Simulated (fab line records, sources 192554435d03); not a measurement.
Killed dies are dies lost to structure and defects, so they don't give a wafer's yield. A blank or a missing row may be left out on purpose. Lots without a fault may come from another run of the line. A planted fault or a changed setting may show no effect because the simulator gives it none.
A struck lot beside a sound one | flow n5_finfet | 24 steps out of a route of 1938
Sound: wafers L917.1, L917.2, L917.5. Struck: wafers L922.1, L922.3, L922.6. The cause comes at the end.
At each step with rows: each side's tool, then ch and its chambers, then its first start. Under that, the readings that differ: sound wafers | struck wafers | difference of the means | sigmas: that difference in standard deviations of wafers without a fault.
alike: readings whose means differ by less than 2 such deviations, and words and numbers that are the same on both sides. not compared: withheld readings, readings that some wafer has no value for, bounds like >300 that may hide the same value, and numbers for which the record gives no deviation and whose values overlap.
The two part at a step that has a row with sigmas, a row that says differs or no value, or rows on one side only. Numbers that don't overlap but have no deviation are shown without sigmas and don't part them. A reading that every wafer of one side lacks parts them only if that side has two wafers or more.

N5_BEOL_M10_THK_MEAS_53: measures by xrf.
  sound on film_metro-02, day 10 19:35; struck on film_metro-02, day 12 03:05
  reading      | sound             | struck            | difference | sigmas
  M10_THK (nm) | 138.4 134.4 139.0 | 142.6 141.1 144.0 | +5.3       | +2
then, 1 step without rows for these wafers: N5_BEOL_M10_PRE_CLEAN_55 (time 15 s).
N5_BEOL_M10_DEP_56: deposits SiCN from 3MS/NH3, target thk 15 nm, time 26.5 s.
  sound on pecvd-02 ch 0,1,2, day 10 19:40; struck on pecvd-04 ch 1,2, day 12 03:09
  alike: showerhead_plenum_p_Torr, throttle_valve_pct
N5_BEOL_M10_RS_MEAS_57: measures by four-point-probe.
  sound on film_metro-01, day 10 19:44; struck on film_metro-01, day 12 03:14
  reading         | sound                | struck               | difference | sigmas
  M10_RS (ohm/sq) | 0.1520 0.1566 0.1506 | 0.1475 0.1495 0.1466 | -0.0052    | -2
N5_BEOL_M10_INSPECT_58: inspects for defects (darkfield).
  sound on defect_inspect-01, day 10 19:45; struck on defect_inspect-02, day 12 03:15
  alike: raw_defect_count
then, 1 step without rows for these wafers: N5_BEOL_M11_ILD_DEP_00 (deposits SiCOH lowk from DEMS/porogen, target thk 308.51 nm, time 58 s).
N5_BEOL_M11_CURE_71: cures SiCOH lowk, time 240 s.
  sound on uv_cure-02 ch 1, day 10 20:42; struck on uv_cure-01 ch 2, day 12 03:22
  alike: lamp_power_pct, wafer_temp_C_max
N5_BEOL_M11_THK_MEAS_01:
  sound on film_metro-02, day 10 21:13; struck on film_metro-01, day 12 03:53
  alike: M11_ILD_THK
N5_BEOL_M11_PECVD_70: deposits SiO2 from TEOS/O2, target thk 20 nm, time 22.7 s.
  sound on pecvd-04 ch 1,2, day 10 21:15; struck on pecvd-04 ch 0,1,2, day 12 03:55
  alike: heater_power_w, showerhead_plenum_p_Torr, throttle_valve_pct
N5_BEOL_M11_HM_DEP_02: deposits TiN, target thk 20 nm.
  sound on pvd_sputter-03, day 10 21:46; struck on pvd_sputter-03, day 12 05:20
  alike: throttle_valve_pct
then, 2 steps without rows for these wafers: N5_BEOL_M11_COAT_59 (time 60 s, resist thk 100 nm); N5_BEOL_M11_COAT_60 (time 60 s, resist thk 30 nm).
N5_BEOL_M11_COAT_05: resist thk 90 nm.
  sound on litho_track-02 ch 0, day 10 21:53; struck on litho_track-02 ch 0, day 12 05:28
  reading                                       | sound                | struck               | difference | sigmas
  spin_speed_rpm (rpm)                          | 1498.7 1500.2 1498.5 | 1409.5 1409.2 1408.4 | -90.1      | -82
  model.CAR-ArF_of_BEOL_M11_COAT_05.thk_nm (nm) | 90 90.4 90           | 92.8 92.6 92.6       | +2.5       |
then, 5 steps without rows for these wafers: N5_BEOL_M11_EBR_07; N5_BEOL_M11_SOFTBAKE_06 (time 60 s); N5_BEOL_M11_EXPOSE_08 (exposes mask M11); N5_BEOL_M11_PEB_09 (peb time 60 s); N5_BEOL_M11_DEVELOP_10 (develop time 30 s).
N5_BEOL_M11_CD_MEAS_11: target cd 64.1 nm.
  sound on cd_sem-01 ch 0, day 10 22:15; struck on cd_sem-02 ch 0, day 12 05:50
  alike: cd_nm
N5_BEOL_M11_OVL_MEAS_12:
  sound on overlay-02 ch 0, day 10 22:17; struck on overlay-02 ch 0, day 12 05:52
  alike: M11_OVL
N5_BEOL_M11_INSPECT_13: inspects for defects (brightfield).
  sound on defect_inspect-02, day 10 22:19; struck on defect_inspect-02, day 12 05:53
  reading          | sound        | struck      | difference | sigmas
  raw_defect_count | 544 647 1063 | 534 418 451 | -284       | -2
then, 1 step without rows for these wafers: N5_BEOL_M11_DESCUM_16 (chemistry O2, time 7.9 s).
N5_BEOL_M11_ETCH_61: etches SiARC in CF4, target depth 39 nm, time 65 s.
  sound on rie_diel-01 ch 0,2,3, day 10 22:23; struck on rie_diel-02 ch 0,2,3, day 12 06:16
  reading                                       | sound        | struck         | difference | sigmas
  model.CAR-ArF_of_BEOL_M11_COAT_05.thk_nm (nm) | 55.6 56 55.6 | 58.2 58.2 58.2 | +2.5       |
  alike: drypump_motor_current_A, etch_rf_on_time_s, oes_product_au, rf_vpp_V, showerhead_plenum_p_Torr, throttle_valve_pct
  not compared: rf_hours_counter_h
N5_BEOL_M11_ETCH_62: etches SOC in N2/H2, target depth 110 nm, overetch 22 nm, time 165 s.
  sound on rie_diel-01 ch 0,2,3, day 10 22:26; struck on rie_diel-02 ch 0,2,3, day 12 06:19
  alike: drypump_motor_current_A, h2_flow_sccm, oes_product_au, rf_vpp_V, showerhead_plenum_p_Torr, temp_c, throttle_valve_pct
  not compared: rf_hours_counter_h

WHERE THEY PART
First at N5_BEOL_M10_THK_MEAS_53; last, within this record, at N5_BEOL_M11_INSPECT_13. Later steps at which nothing parts them and some readings are alike: N5_BEOL_M11_ETCH_61, N5_BEOL_M11_ETCH_62.

WHY: what the simulator had put in
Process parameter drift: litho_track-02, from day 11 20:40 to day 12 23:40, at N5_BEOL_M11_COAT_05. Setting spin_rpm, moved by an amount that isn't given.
